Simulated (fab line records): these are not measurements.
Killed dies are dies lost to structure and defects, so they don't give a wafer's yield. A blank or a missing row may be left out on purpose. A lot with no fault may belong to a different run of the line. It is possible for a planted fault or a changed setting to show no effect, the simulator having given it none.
Matching of chambers -- flow nand_harc -- 4 sister chambers for NHARC_A_BONDPAD_STRIP_15 on rie_diel-07
The step strips in O2. 4 wafers are shown with their chamber, then 12 later ones without.

WAFERS WITH THEIR CHAMBER
wafer,chamber,showerhead_plenum_p_Torr (Torr)
L085.1,1,3.39
L087.1,3,3.67
L087.2,2,3.69
L087.4,0,3.61

WAFERS WHOSE CHAMBER IS MISSING
wafer,showerhead_plenum_p_Torr (Torr)
L094.1,3.39
L094.2,3.67
L094.3,3.61
L090.3,3.67
L090.4,3.61
L090.6,3.61
L095.1,3.68
L095.4,3.39
L095.5,3.39
L095.2,3.61
L095.3,3.67
L095.6,3.68

WHICH CHAMBER EACH WENT THROUGH
wafer,from the rows above,in truth
L094.1,1,1
L094.2,3,3
L094.3,0,0
L090.3,3,3
L090.4,0,0
L090.6,0,0
L095.1,can't be placed: 2 or 3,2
L095.4,1,1
L095.5,1,1
L095.2,0,0
L095.3,3,3
L095.6,can't be placed: 2 or 3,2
Placed correctly: 10 of 12. From these rows, 2 cannot be placed; in 2 the true chamber is one of the candidates. Wrongly placed: 0.
How it was worked out, from the rows above alone: a wafer's distance from a chamber is the root of the sum, over the readings, of the square of ((its reading less the chamber's mean) divided by the reading's scatter). If the next closest chamber is less than 2 further off than the closest, the wafer can't be placed; otherwise it belongs to the closest. The mean given for a chamber averages the wafers shown for that chamber. The scatter (one wafer shown for each chamber): square how far every hidden wafer sits from the nearest shown wafer, average those squares and take the square root.
